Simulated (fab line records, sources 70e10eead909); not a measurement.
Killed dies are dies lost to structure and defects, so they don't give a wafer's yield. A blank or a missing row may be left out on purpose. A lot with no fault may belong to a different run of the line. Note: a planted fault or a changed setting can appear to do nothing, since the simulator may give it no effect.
Which tool was responsible? + flow nand-harc + 6 lots, 18 wafers sampled, at 5 steps of a route of 1302

WHAT THE GAUGES SHOWED, per wafer
NHARC_END_SORT_01.
| lot  | measured     | on        | killed-at-array |
|------|--------------|-----------|-----------------|
| L452 | day 32 12:42 | prober-01 | 151 148 147     |

WHAT TOOL EACH LOT RAN ON (gives the tool, then ch and the chambers of the sampled wafers, and finally the start)
| lot  | NHARC_A_STAIRCASE_TRIM_189         | NHARC_THIN_TSV_DEP_47           | NHARC_THIN_TSV_PVD_51                   | NHARC_THIN_TSV_ANNEAL_52         |
|------|------------------------------------|---------------------------------|-----------------------------------------|----------------------------------|
| L433 | rie-diel-02 ch 1,2, day 16 12:09   | pecvd-01 ch 0,1, day 24 22:08   | pvd-sputter-03, day 25 00:16 or earlier | rtp-anneal-02 ch 0, day 25 00:16 |
| L440 | rie-diel-07 ch 0,2,3, day 18 11:46 | pecvd-03 ch 0,2, day 26 08:34   | pvd-sputter-01, day 26 11:08 or earlier | rtp-anneal-01 ch 0, day 26 11:08 |
| L442 | rie-diel-10 ch 0,2,3, day 20 03:38 | pecvd-03 ch 0,1,2, day 28 07:52 | pvd-sputter-03, day 28 09:59 or earlier | rtp-anneal-01 ch 0, day 28 09:59 |
| L443 | rie-diel-02 ch 1,3, day 20 09:15   | pecvd-04 ch 0,1, day 28 09:03   | pvd-sputter-03, day 28 11:16 or earlier | rtp-anneal-01 ch 0, day 28 11:16 |
| L452 | rie-diel-02 ch 1,3, day 24 00:25   | pecvd-01 ch 0,1, day 31 19:52   | pvd-sputter-01, day 31 21:59 or earlier | rtp-anneal-02 ch 0, day 31 21:59 |
| L454 | rie-diel-07 ch 0,1,3, day 25 08:05 | pecvd-04 ch 0,1,2, day 33 00:49 | pvd-sputter-03, day 33 03:01 or earlier | rtp-anneal-02 ch 0, day 33 03:01 |
- NHARC_A_STAIRCASE_TRIM_189: chemistry O2, time 211.2 s.
- NHARC_THIN_TSV_DEP_47: deposits SiO2, target thk 200 nm.
- NHARC_THIN_TSV_PVD_51: deposits Cu, target thk 100 nm.
- NHARC_THIN_TSV_ANNEAL_52: time 90 s.

THE ANSWER, worked out from the rows above alone
Rule: the usual values come from the lots themselves. Put in order of their means at a reading, lots are off if they are a third of the lots or fewer, leave a main group of 4 or more, and stand apart from it by a gap of 3 or more times the standard deviation of the main group's means; of several such gaps the widest counts. Not used: any main group whose means are identical at the precision the tables above print for the reading. A lot without any number at a reading at which 4 lots or more have one is off too. Any other lot the step has rows for is counted as sound.
Across all readings shown, no lot is off: no conclusion can be drawn from this.

WHAT WAS PUT IN BY THE SIMULATOR
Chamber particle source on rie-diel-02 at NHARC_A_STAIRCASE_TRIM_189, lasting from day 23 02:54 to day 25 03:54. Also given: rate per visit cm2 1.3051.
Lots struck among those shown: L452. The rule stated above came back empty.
